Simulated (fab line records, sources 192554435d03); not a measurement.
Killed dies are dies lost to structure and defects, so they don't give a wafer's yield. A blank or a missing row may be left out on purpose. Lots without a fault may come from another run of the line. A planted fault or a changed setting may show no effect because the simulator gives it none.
Problem report in the 8D (eight disciplines) form, filled by code | flow n5_finfet | the parts of the form that need people (team, actions taken, sign-off) are left out

1. THE PROBLEM
M7_ILD_THK at N5_BEOL_M7_THK_MEAS_01 reads a mean of 245.0 nm on 1 wafer of 1 lot; wafers without a fault read 154.8 nm with a standard deviation of 2. That is +45 standard deviations from the usual mean.
First seen on wafer L672.3, day 10 20:16, on film_metro-02. The record holds 26 wafers of 9 lots with a number at this step. Rule for "out", or "out of limits": more than 4 standard deviations from the usual mean. The other wafers with a number count as sound.

2. WHAT IT IS AND WHAT IT IS NOT
question                    | is                | is not
which readings at this step | M7_ILD_THK        | -
which lots                  | L672              | L664, L665, L668, L669, L682, L683, L684, L685
which wafers of those lots  | L672.3            | L672.6
read on which gauges        | film_metro-02     | film_metro-01
when                        | from day 10 20:16 | up to then (13 sound wafers); but 12 sound wafers of L682, L683, L684, L685 came after

3. SUSPECTS, AND WHAT RULES EACH OUT
Counting: a tool at a process step up to the reading stays a suspect if it ran every lot that is out. Sound lots after the first of them don't rule it out here, since some wafers of a struck lot are sound.
- the gauge at N5_BEOL_M7_THK_MEAS_01: ruled out. All the wafers that are out were read on film_metro-02, but those of them that N5_PASSIVATION_PROBE_49 has rows for are out there too, on other tools.
- rie_diel-01 at N5_BEOL_M6_DESCUM_33 (chemistry O2, time 7 s): kept. It ran the lot that is out, L672 (day 10 15:50); its last sound lot up to then is L668 (day 9 05:37).
- rie_diel-01 at N5_BEOL_M6_ETCH_65 (etches SiARC in CF4, target depth 15.6 nm, time 26 s): kept. It ran the lot that is out, L672 (day 10 15:53); its last sound lot up to then is L668 (day 9 05:40).
- pecvd-03 at N5_BEOL_M7_ILD_DEP_00 (deposits SiCOH lowk from DEMS/porogen, target thk 179.75 nm, time 33.4 s): kept. It ran the lot that is out, L672 (day 10 19:41); its last sound lot up to then is L669 (day 9 23:37).
- Within rie_diel-01 at N5_BEOL_M6_DESCUM_33: the wafers that are out ran in chamber 2; their sound lot-mates ran in chamber 3.
- Within rie_diel-01 at N5_BEOL_M6_ETCH_65: the wafers that are out ran in chamber 2; their sound lot-mates ran in chamber 3.
- Within pecvd-03 at N5_BEOL_M7_ILD_DEP_00: the wafers that are out ran in chamber 1; their sound lot-mates ran in chamber 2.
Left after counting: rie_diel-01 at N5_BEOL_M6_DESCUM_33, rie_diel-01 at N5_BEOL_M6_ETCH_65, pecvd-03 at N5_BEOL_M7_ILD_DEP_00.

4. THE CAUSE (what the simulator had put in)
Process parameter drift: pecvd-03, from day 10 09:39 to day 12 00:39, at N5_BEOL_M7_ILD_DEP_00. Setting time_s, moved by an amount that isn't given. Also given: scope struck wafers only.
Counting left 3 suspects, and this tool is among them.

5. THE CHAIN OF EFFECTS, in route order
Each row: a reading whose mean over the struck wafers that have a number lies more than 3 standard deviations from the usual. Only readings for which the record gives a usual standard deviation are gone through. hours: the time from each lot's start at the first step in this table that gives one to its start at this step, as a median over the lots. sigmas: the change in usual standard deviations.
hours | step                    | reading              | usual    | on struck wafers | change | sigmas
0     | N5_BEOL_M7_THK_MEAS_01  | M7_ILD_THK           | 154.8 nm | 245.0            | +90.2  | +45
88    | N5_PASSIVATION_PROBE_49 | defect_limited_yield | 91.6 %   | 0.0              | -91.6  | -65
88    | N5_PASSIVATION_PROBE_49 | killed_at_M4_up      | 13       | 1076             | +1063  | +99 or more
88    | N5_PASSIVATION_PROBE_49 | killed_dies          | 99       | 1180             | +1081  | +68
88    | N5_PASSIVATION_PROBE_49 | killed_on_rim        | 13       | 152              | +139   | +36
88    | N5_PASSIVATION_PROBE_49 | sort_bin_5_function  | 4.9 %    | 96.4             | +91.5  | +99 or more
88    | N5_PASSIVATION_PROBE_49 | sort_n_pass          | 1081     | 0                | -1081  | -68
88    | N5_PASSIVATION_PROBE_49 | sort_yield_pct       | 91.6 %   | 0.0              | -91.6  | -65
The process steps in it:
- N5_PASSIVATION_PROBE_49
Later measuring or inspecting steps at which every struck wafer that the step has a row for has a number for every such reading, and none has moved that far: N5_BEOL_M7_INSPECT_13.

6. WHAT WOULD HAVE CAUGHT IT SOONER
In this record the first reading out of limits at a measuring or inspecting step was taken at day 10 20:16, 11 hours after the fault began at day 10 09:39.
Of the tool readings at N5_BEOL_M7_ILD_DEP_00 for which the record gives a usual standard deviation, none was out on any struck wafer, so an alarm limit of 4 standard deviations on them would not have fired.
All the lots that are out (1) had begun N5_BEOL_M7_ILD_DEP_00 on pecvd-03 by day 10 20:16. A hold on the tool at that time would have spared none of them.
